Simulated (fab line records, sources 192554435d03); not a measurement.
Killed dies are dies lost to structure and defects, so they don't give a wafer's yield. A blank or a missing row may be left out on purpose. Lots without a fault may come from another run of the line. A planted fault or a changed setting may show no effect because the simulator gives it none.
Which tool did it? | flow n5_finfet | 10 lots, 30 wafers sampled, at 4 steps of a route of 1938

WHAT THE GAUGES READ, wafer by wafer
N5_STI_FIN_REVEAL_INSPECT_13: inspects for defects (darkfield).
lot  | measured    | on                | raw_defect_count
L289 | day 2 14:11 | defect_inspect-01 | 7 14 9
L290 | day 2 19:46 | defect_inspect-01 | 11 18 14
L292 | day 3 07:02 | defect_inspect-01 | 17 15 9
L294 | day 3 20:41 | defect_inspect-01 | 4 7 10
L295 | day 4 02:23 | defect_inspect-02 | 2 21 20
L296 | day 4 08:23 | defect_inspect-01 | 7 13 15
L301 | day 5 13:07 | defect_inspect-01 | 15 11 8
L302 | day 5 20:02 | defect_inspect-01 | 14 7 24
L303 | day 6 05:04 | defect_inspect-01 | 403 401 418
L307 | day 7 04:06 | defect_inspect-01 | 385 389 423

WHICH TOOL RAN EACH LOT (tool, then ch and the chambers of the sampled wafers, then the start)
lot  | N5_FIN_CUT_CUT_ETCH_28          | N5_STI_FIN_REVEAL_DENSIFY_30    | N5_STI_FIN_REVEAL_STRIP_16
L289 | rie_si-03 ch 0,1,3, day 2 05:10 | rtp_anneal-01 ch 0, day 2 10:56 | wet_bench-06 ch 0,5,7, day 2 13:01
L290 | rie_si-05 ch 1,2,3, day 2 10:29 | rtp_anneal-02 ch 0, day 2 16:25 | wet_bench-03 ch 0,3,4, day 2 18:35
L292 | rie_si-03 ch 1,2, day 2 21:33   | rtp_anneal-02 ch 0, day 3 03:50 | wet_bench-06 ch 0,6,7, day 3 05:52
L294 | rie_si-03 ch 0,1,3, day 3 11:46 | rtp_anneal-01 ch 0, day 3 17:26 | wet_bench-03 ch 0,3,6, day 3 19:31
L295 | rie_si-03 ch 0,3, day 3 16:39   | rtp_anneal-02 ch 0, day 3 22:22 | wet_bench-03 ch 2,4,5, day 4 01:13
L296 | rie_si-03 ch 1,2, day 3 22:56   | rtp_anneal-01 ch 0, day 4 05:08 | wet_bench-05 ch 0,4,7, day 4 07:11
L301 | rie_si-03 ch 0,1,2, day 5 04:02 | rtp_anneal-01 ch 0, day 5 09:45 | wet_bench-06 ch 2,5,7, day 5 11:52
L302 | rie_si-01 ch 1,2,3, day 5 10:38 | rtp_anneal-02 ch 0, day 5 16:22 | wet_bench-06 ch 0,4,5, day 5 18:28
L303 | rie_si-01 ch 0,1,2, day 5 20:02 | rtp_anneal-02 ch 0, day 6 01:47 | wet_bench-06 ch 4,5,7, day 6 03:52
L307 | rie_si-01 ch 0,1,2, day 6 18:45 | rtp_anneal-02 ch 0, day 7 00:30 | wet_bench-06 ch 1,5,6, day 7 02:34
- N5_FIN_CUT_CUT_ETCH_28: etches Si in HBr/Cl2/O2, target depth 6 nm, time 2.4 s.
- N5_STI_FIN_REVEAL_DENSIFY_30
- N5_STI_FIN_REVEAL_STRIP_16: strips SiNx in H3PO4, target depth 23.8 nm.

THE ANSWER, worked out from the rows above alone
Rule: what is usual is taken from the lots themselves. Put in order of their means at a reading, lots are off if they are a third of the lots or fewer, leave a main group of 4 or more, and stand apart from it by a gap of 3 or more times the standard deviation of the main group's means; of several such gaps the widest counts. A main group whose means are all the same, to the digits that the tables above print for the reading, isn't used. A lot without any number at a reading at which 4 lots or more have one is off too. The other lots that the step has rows for count as sound.
Off: L303, L307, at N5_STI_FIN_REVEAL_INSPECT_13 (raw_defect_count). The main group: mean 12, standard deviation 2.5.
A tool fits if, at a process step before that reading, it ran every lot that is off, and no sound lot after the first of them. The gauges at N5_STI_FIN_REVEAL_INSPECT_13 are tried like those tools. Can't be told from this: 4 tools fit, rie_si-01 at N5_FIN_CUT_CUT_ETCH_28, rtp_anneal-02 at N5_STI_FIN_REVEAL_DENSIFY_30, wet_bench-06 at N5_STI_FIN_REVEAL_STRIP_16, defect_inspect-01 at N5_STI_FIN_REVEAL_INSPECT_13.

WHAT THE SIMULATOR HAD PUT IN
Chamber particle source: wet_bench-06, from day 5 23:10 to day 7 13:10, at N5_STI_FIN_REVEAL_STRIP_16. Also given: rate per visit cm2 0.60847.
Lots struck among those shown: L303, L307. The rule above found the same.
